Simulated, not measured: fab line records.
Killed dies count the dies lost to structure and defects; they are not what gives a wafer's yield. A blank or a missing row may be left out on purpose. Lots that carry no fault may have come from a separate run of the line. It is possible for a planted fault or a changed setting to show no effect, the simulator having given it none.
Matching of chambers -- flow n5 finfet -- N5_BEOL_M13_DESCUM_33 on rie diel-05: 4 sister chambers
The step chemistry O2, time 7.9 s. 16 wafers are shown with their chamber, then 8 later ones without.

== WAFERS, EACH WITH ITS CHAMBER ==
wafer,chamber,throttle valve pct (%),showerhead plenum p Torr (Torr),oes product au (a.u.)
L075.2,1,20.21,2.07,0.72
L075.5,0,20.58,2.22,0.91
L075.6,3,20.68,2.16,0.67
L077.3,1,20.22,2.07,0.72
L077.5,3,20.69,2.16,0.67
L077.6,1,20.23,2.07,0.72
L076.3,1,20.23,2.07,0.72
L076.4,3,20.68,2.16,0.68
L076.5,1,20.23,2.07,0.73
L082.1,2,19.94,2.24,0.97
L082.4,0,20.60,2.22,0.89
L082.5,1,20.25,2.07,0.72
L084.1,1,20.25,2.07,0.71
L084.3,0,20.62,2.21,0.87
L084.4,2,19.94,2.24,0.94
L085.3,1,20.24,2.06,0.71

SIGNATURES (averages over the wafers above)
reading,chamber 0,chamber 1,chamber 2,chamber 3,scatter within a chamber
throttle valve pct,20.6000,20.2325,19.9400,20.6833,0.0136
showerhead plenum p Torr,2.2167,2.0687,2.2400,2.1600,0.00358
oes product au,0.8900,0.7188,0.9550,0.6733,0.0116
Rule: for a wafer and a chamber, the distance is found by dividing, reading by reading, the gap between the wafer's reading and the chamber's mean by the reading's scatter, squaring, summing and taking the root. The wafer belongs to the nearest chamber; if the next one is less than 2 further off, it can't be placed. The scatter: take each reading less its chamber's mean, square it, sum over the shown wafers, divide by the number of wafers less the number of chambers, and take the root.

== WAFERS WITH NO CHAMBER GIVEN ==
wafer,throttle valve pct (%),showerhead plenum p Torr (Torr),oes product au (a.u.)
L085.5,19.95,2.23,0.93
L085.6,20.61,2.21,0.87
L088.1,20.26,2.06,0.69
L088.2,20.40,2.15,0.99
L088.4,19.97,2.23,0.91
L094.1,20.29,2.06,0.69
L094.3,20.42,2.15,0.95
L094.5,19.96,2.23,0.89

== WHICH CHAMBER EACH ONE RAN IN ==
wafer,from the rows above,in truth
L085.5,2,2
L085.6,0,0
L088.1,1,1
L088.2,0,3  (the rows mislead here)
L088.4,2,2
L094.1,1,1
L094.3,0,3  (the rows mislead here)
L094.5,2,2
Correct placement for 6 of the 8. Number that these rows cannot place: 0. Number placed wrongly: 2.
